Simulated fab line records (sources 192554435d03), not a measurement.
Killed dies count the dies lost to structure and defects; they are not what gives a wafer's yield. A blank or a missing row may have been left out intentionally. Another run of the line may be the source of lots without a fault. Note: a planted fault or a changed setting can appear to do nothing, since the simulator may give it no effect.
Split-lot experiment || flow n5_finfet || route with 1938 steps; 7 lots, 21 wafers read

== ABOUT THE SPLIT ==
At N5_BEOL_M14_DEP_53 (deposits SiCN from 3MS/NH3, target thk 50 nm, time 17.8 s), the setting time_s was moved away from the recipe's 17.8 s on 7 of the 21 wafers read, by -14.7% to +7.8%. For the rest of the wafers, this setting stayed at what the recipe calls for.

The reading is taken at the split's own step.

== THE READING ==
SiCN_of_BEOL_M14_DEP_53.thk_nm (the simulator's own value, which no gauge read), in nm, at N5_BEOL_M14_DEP_53 (deposits SiCN from 3MS/NH3, target thk 50 nm, time 17.8 s). The file gives no usual value for it. Here, 14 wafers ran the recipe; their average is 50.0 nm with a standard deviation of 0.67 nm.

{"wafer": "L075.3", "tool, chamber at the split": "pecvd-01, 2", "time_s as run, s": 17.8, "against the recipe": "recipe", "SiCN_of_BEOL_M14_DEP_53.thk_nm, nm": 49.6, "against lot-mates on the recipe": "-"}
{"wafer": "L075.4", "tool, chamber at the split": "pecvd-01, 2", "time_s as run, s": 17.8, "against the recipe": "recipe", "SiCN_of_BEOL_M14_DEP_53.thk_nm, nm": 49.6, "against lot-mates on the recipe": "-"}
{"wafer": "L075.6", "tool, chamber at the split": "pecvd-01, 1", "time_s as run, s": 17.8, "against the recipe": "recipe", "SiCN_of_BEOL_M14_DEP_53.thk_nm, nm": 50, "against lot-mates on the recipe": "-"}
{"wafer": "L076.3", "tool, chamber at the split": "pecvd-02, 1", "time_s as run, s": 17.8, "against the recipe": "recipe", "SiCN_of_BEOL_M14_DEP_53.thk_nm, nm": 49.8, "against lot-mates on the recipe": "-"}
{"wafer": "L076.5", "tool, chamber at the split": "pecvd-02, 1", "time_s as run, s": 16.46, "against the recipe": "-7.5%", "SiCN_of_BEOL_M14_DEP_53.thk_nm, nm": 47.2, "against lot-mates on the recipe": -2.6}
{"wafer": "L076.6", "tool, chamber at the split": "pecvd-02, 2", "time_s as run, s": 16.46, "against the recipe": "-7.5%", "SiCN_of_BEOL_M14_DEP_53.thk_nm, nm": 46.2, "against lot-mates on the recipe": -3.6}
{"wafer": "L080.1", "tool, chamber at the split": "pecvd-02, 1", "time_s as run, s": 17.8, "against the recipe": "recipe", "SiCN_of_BEOL_M14_DEP_53.thk_nm, nm": 49, "against lot-mates on the recipe": "-"}
{"wafer": "L080.2", "tool, chamber at the split": "pecvd-02, 2", "time_s as run, s": 19.18, "against the recipe": "+7.8%", "SiCN_of_BEOL_M14_DEP_53.thk_nm, nm": 53.4, "against lot-mates on the recipe": "+4.4"}
{"wafer": "L080.3", "tool, chamber at the split": "pecvd-02, 0", "time_s as run, s": 19.18, "against the recipe": "+7.8%", "SiCN_of_BEOL_M14_DEP_53.thk_nm, nm": 53, "against lot-mates on the recipe": "+4.0"}
{"wafer": "L081.1", "tool, chamber at the split": "pecvd-02, 0", "time_s as run, s": 17.8, "against the recipe": "recipe", "SiCN_of_BEOL_M14_DEP_53.thk_nm, nm": 49.2, "against lot-mates on the recipe": "-"}
{"wafer": "L081.2", "tool, chamber at the split": "pecvd-02, 1", "time_s as run, s": 17.8, "against the recipe": "recipe", "SiCN_of_BEOL_M14_DEP_53.thk_nm, nm": 49.4, "against lot-mates on the recipe": "-"}
{"wafer": "L081.4", "tool, chamber at the split": "pecvd-02, 2", "time_s as run, s": 17.8, "against the recipe": "recipe", "SiCN_of_BEOL_M14_DEP_53.thk_nm, nm": 49.8, "against lot-mates on the recipe": "-"}
{"wafer": "L083.2", "tool, chamber at the split": "pecvd-01, 1", "time_s as run, s": 17.8, "against the recipe": "recipe", "SiCN_of_BEOL_M14_DEP_53.thk_nm, nm": 49.8, "against lot-mates on the recipe": "-"}
{"wafer": "L083.5", "tool, chamber at the split": "pecvd-01, 2", "time_s as run, s": 17.8, "against the recipe": "recipe", "SiCN_of_BEOL_M14_DEP_53.thk_nm, nm": 50, "against lot-mates on the recipe": "-"}
{"wafer": "L083.6", "tool, chamber at the split": "pecvd-01, 1", "time_s as run, s": 17.07, "against the recipe": "-4.1%", "SiCN_of_BEOL_M14_DEP_53.thk_nm, nm": 48.6, "against lot-mates on the recipe": -1.3}
{"wafer": "L085.4", "tool, chamber at the split": "pecvd-01, 1", "time_s as run, s": 16.86, "against the recipe": "-5.3%", "SiCN_of_BEOL_M14_DEP_53.thk_nm, nm": 48.8, "against lot-mates on the recipe": -2.3}
{"wafer": "L085.5", "tool, chamber at the split": "pecvd-01, 0", "time_s as run, s": 17.8, "against the recipe": "recipe", "SiCN_of_BEOL_M14_DEP_53.thk_nm, nm": 51.2, "against lot-mates on the recipe": "-"}
{"wafer": "L085.6", "tool, chamber at the split": "pecvd-01, 2", "time_s as run, s": 17.8, "against the recipe": "recipe", "SiCN_of_BEOL_M14_DEP_53.thk_nm, nm": 51, "against lot-mates on the recipe": "-"}
{"wafer": "L092.2", "tool, chamber at the split": "pecvd-01, 1", "time_s as run, s": 15.18, "against the recipe": "-14.7%", "SiCN_of_BEOL_M14_DEP_53.thk_nm, nm": 42.8, "against lot-mates on the recipe": -7.9}
{"wafer": "L092.5", "tool, chamber at the split": "pecvd-01, 0", "time_s as run, s": 17.8, "against the recipe": "recipe", "SiCN_of_BEOL_M14_DEP_53.thk_nm, nm": 51.2, "against lot-mates on the recipe": "-"}
{"wafer": "L092.6", "tool, chamber at the split": "pecvd-01, 1", "time_s as run, s": 17.8, "against the recipe": "recipe", "SiCN_of_BEOL_M14_DEP_53.thk_nm, nm": 50.2, "against lot-mates on the recipe": "-"}

FIT RESULTS
A straight line over all 21 wafers: SiCN_of_BEOL_M14_DEP_53.thk_nm changes by +0.44 nm for each +1% of time_s; r = +0.95; the points scatter about the line by 0.69 nm.
The same after taking each lot's own level away (the mean of its wafers on the recipe; 21 wafers): +0.502 nm for each +1%; r = +0.99; scatter 0.41 nm.
According to that fit, moving time_s by its largest amount changes the reading by 7.4 nm.
From 49.00 to 51.10 nm: that is the span of the lots' own levels, equal to 3.1 times the standard deviation above.
In other words, the slope is changed by the lot-to-lot level; the two fits disagree.
Check: for one of the wafers moved furthest among these (-14.7%), held out of the fit, the line's prediction against its lot-mates is -6.76 nm. It came out at -7.9 nm against them.

== OTHER SPLITS ON THESE WAFERS ==
Before the reading, these wafers also passed through other splits. Each is held against what the fit with the lots' levels taken away leaves over:
{"other split on the same wafers": "N5_BEOL_M11_ETCH_62 time_s", "wafers away from the commonest value": 4, "r with SiCN_of_BEOL_M14_DEP_53.thk_nm (lot level and that fit taken away)": -0.40}
{"other split on the same wafers": "N5_BEOL_M13_TRENCH_ETCH_34 time_s", "wafers away from the commonest value": 7, "r with SiCN_of_BEOL_M14_DEP_53.thk_nm (lot level and that fit taken away)": -0.13}
{"other split on the same wafers": "N5_BEOL_M13_SPUTTER_43 time_s", "wafers away from the commonest value": 5, "r with SiCN_of_BEOL_M14_DEP_53.thk_nm (lot level and that fit taken away)": -0.17}

== THE FILE'S OWN FIT ==
SiCN_of_BEOL_M14_DEP_53.thk_nm changes by +0.502 nm for each +1% of time_s, r = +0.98.
